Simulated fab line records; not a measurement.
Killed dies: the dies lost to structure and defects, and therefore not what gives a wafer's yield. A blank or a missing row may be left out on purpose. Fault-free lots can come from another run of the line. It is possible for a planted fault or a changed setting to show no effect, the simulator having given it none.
What tool caused it?    flow nand_harc    Sampling: 14 lots, 42 wafers, 3 of 1159 route steps

## WHAT THE GAUGES READ, wafer by wafer
NHARC_A_M0_CD_MEAS_09 targets a cd of 80 nm. Usual: cd_nm at 80.0 nm, with a standard deviation of 0.89.
lot   measured      on         cd_nm (nm)      flag
L592  day 17 19:46  cd_sem-02  80.8 81.0 81.3  
L591  day 17 20:48  cd_sem-01  81.0 81.0 80.1  
L593  day 17 21:43  cd_sem-02  80.0 79.7 78.1  
L596  day 18 02:29  cd_sem-02  81.6 80.4 81.3  
L595  day 18 06:55  cd_sem-03  80.4 79.0 80.4  
L594  day 18 12:34  cd_sem-03  79.2 80.2 80.9  
L597  day 18 21:11  cd_sem-01  79.0 79.9 79.6  
L605  day 20 09:53  cd_sem-03  64.6 66.1 64.2  OFF
L604  day 20 10:13  cd_sem-03  66.9 68.4 67.8  OFF
L603  day 20 17:30  cd_sem-01  72.1 71.2 73.2  OFF
L611  day 22 01:11  cd_sem-02  79.8 80.8 79.9  
L610  day 22 01:37  cd_sem-02  79.1 78.6 78.9  
L614  day 23 05:22  cd_sem-01  80.8 80.0 78.3  
L613  day 23 07:34  cd_sem-02  77.9 79.7 80.3  

## EACH LOT AND THE TOOL THAT RAN IT (in order: tool; ch and the chambers of the sampled wafers; start)
lot   NHARC_A_BLC_CMP_25             NHARC_A_M0_EXPOSE_06
L592  cmp-01 ch 0,2,3, day 17 18:35  arfi_scanner-02 ch 0, day 17 19:38
L591  cmp-03 ch 0,1, day 17 19:23    arfi_scanner-03 ch 0, day 17 20:40
L593  cmp-03 ch 0,1,3, day 17 20:32  arfi_scanner-03 ch 0, day 17 21:34
L596  cmp-02 ch 0,2,3, day 18 01:11  arfi_scanner-01 ch 0, day 18 02:22
L595  cmp-02 ch 1,2,3, day 18 05:40  arfi_scanner-02 ch 0, day 18 06:47
L594  cmp-01 ch 1,2,3, day 18 11:23  arfi_scanner-02 ch 0, day 18 12:25
L597  cmp-01 ch 0,2,3, day 18 19:53  arfi_scanner-03 ch 0, day 18 21:02
L605  cmp-02 ch 0,2, day 20 08:37    arfi_scanner-03 ch 0, day 20 09:45
L604  cmp-01 ch 0,2,3, day 20 09:02  arfi_scanner-03 ch 0, day 20 10:04
L603  cmp-01 ch 0,2, day 20 16:20    arfi_scanner-03 ch 0, day 20 17:22
L611  cmp-01 ch 0,3, day 21 23:53    arfi_scanner-01 ch 0, day 22 01:03
L610  cmp-02 ch 2,3, day 22 00:17    arfi_scanner-02 ch 0, day 22 01:28
L614  cmp-03 ch 1,3, day 23 04:04    arfi_scanner-02 ch 0, day 23 05:13
L613  cmp-01 ch 1,2,3, day 23 06:18  arfi_scanner-01 ch 0, day 23 07:26
- NHARC_A_BLC_CMP_25: polishes, t overpolish 30 s, target thk 150 nm.
- NHARC_A_M0_EXPOSE_06: exposes mask A M0, target cd 80 nm.

## WHAT THE TOOLS THEMSELVES READ (means of the sampled wafers that have a number; where no wafer has one, the mark that the record gives instead)
NHARC_A_BLC_CMP_25. Usual: motor_current_A 12.3 A, standard deviation 1; overpolish_run_s 30.001 s, standard deviation 0.0093; pad_life_wafers 312, standard deviation 150; time_to_endpoint_s 29 s, standard deviation 3.2.
lot   tool    motor_current_A (A)  overpolish_run_s (s)  pad_life_wafers  time_to_endpoint_s (s)  flag
L592  cmp-01  11.7                 30.002                121              28                      
L591  cmp-03  11.8                 29.998                247              28                      
L593  cmp-03  11.9                 30.004                254              31                      
L596  cmp-02  12.6                 29.989                212              27                      
L595  cmp-02  12.4                 29.994                249              28                      
L594  cmp-01  12.2                 30.001                242              28                      
L597  cmp-01  11.5                 30.005                284              30                      
L605  cmp-02  12.5                 29.996                518              31                      
L604  cmp-01  11.9                 30.000                578              30                      
L603  cmp-01  11.7                 29.998                632              29                      
L611  cmp-01  12.0                 30.006                110              27                      
L610  cmp-02  13.0                 30.003                180              31                      
L614  cmp-03  11.2                 30.010                446              30                      
L613  cmp-01  12.2                 30.012                266              26                      

NHARC_A_M0_EXPOSE_06. Usual: exposure_dose_mJ_cm2 83.25, standard deviation 0.083; focus_offset_nm 0.0 nm, standard deviation 0.53.
lot   tool             exposure_dose_mJ_cm2  focus_offset_nm (nm)  flag
L592  arfi_scanner-02  83.27                 -0.4                  
L591  arfi_scanner-03  83.42                 0.3                   
L593  arfi_scanner-03  83.29                 -0.2                  
L596  arfi_scanner-01  83.38                 0.3                   
L595  arfi_scanner-02  83.15                 0.2                   
L594  arfi_scanner-02  83.29                 -0.1                  
L597  arfi_scanner-03  83.31                 0.2                   
L605  arfi_scanner-03  66.72                 0.2                   OFF
L604  arfi_scanner-03  69.99                 -0.3                  OFF
L603  arfi_scanner-03  72.71                 0.6                   OFF
L611  arfi_scanner-01  83.30                 0.3                   
L610  arfi_scanner-02  83.28                 -0.6                  
L614  arfi_scanner-02  83.26                 -1.0                  
L613  arfi_scanner-01  83.22                 0.0                   

## THE ANSWER, worked out from the rows above alone
Rule: a lot is off if the mean of its wafers that have a number lies more than 3 standard deviations from the usual mean. A lot without any number at a reading at which 4 lots or more have one is off too. Any other lot the step has rows for is counted as sound. The gauges are gone through in route order, then the tools' own readings, and for those a lot's mean is taken as printed above. At the first step where some lot is off, the reading lying furthest off is the one used; lots without a number count as furthest.
Off at NHARC_A_M0_CD_MEAS_09 (cd_nm): L605, L604, L603.
A tool fits if, at a process step before that reading, it ran every lot that is off, and no sound lot after the first of them. The gauges at NHARC_A_M0_CD_MEAS_09 aren't tried: what is off there is off at NHARC_A_M0_EXPOSE_06 too, on other tools, and a gauge's error can't cause that. One candidate fits, namely arfi_scanner-03 at NHARC_A_M0_EXPOSE_06. Its last sound lot is L597 (day 18 21:02), its first lot that is off L605 (day 20 09:45): a fault that began between those two fits.
The tool's own readings at NHARC_A_M0_EXPOSE_06 bear it out: on the lots that are off they differ by more than 5 times the standard deviation of the sound lots' means. exposure_dose_mJ_cm2 reads 69.81 there against 83.29 on the sound lots.

## WHAT THE SIMULATOR PUT IN
Drift in process parameters on arfi_scanner-03 at NHARC_A_M0_EXPOSE_06, starting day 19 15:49. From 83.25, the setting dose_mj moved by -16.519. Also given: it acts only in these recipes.
Shown lots that were struck: L605, L604, L603. The same result came from the rule above.
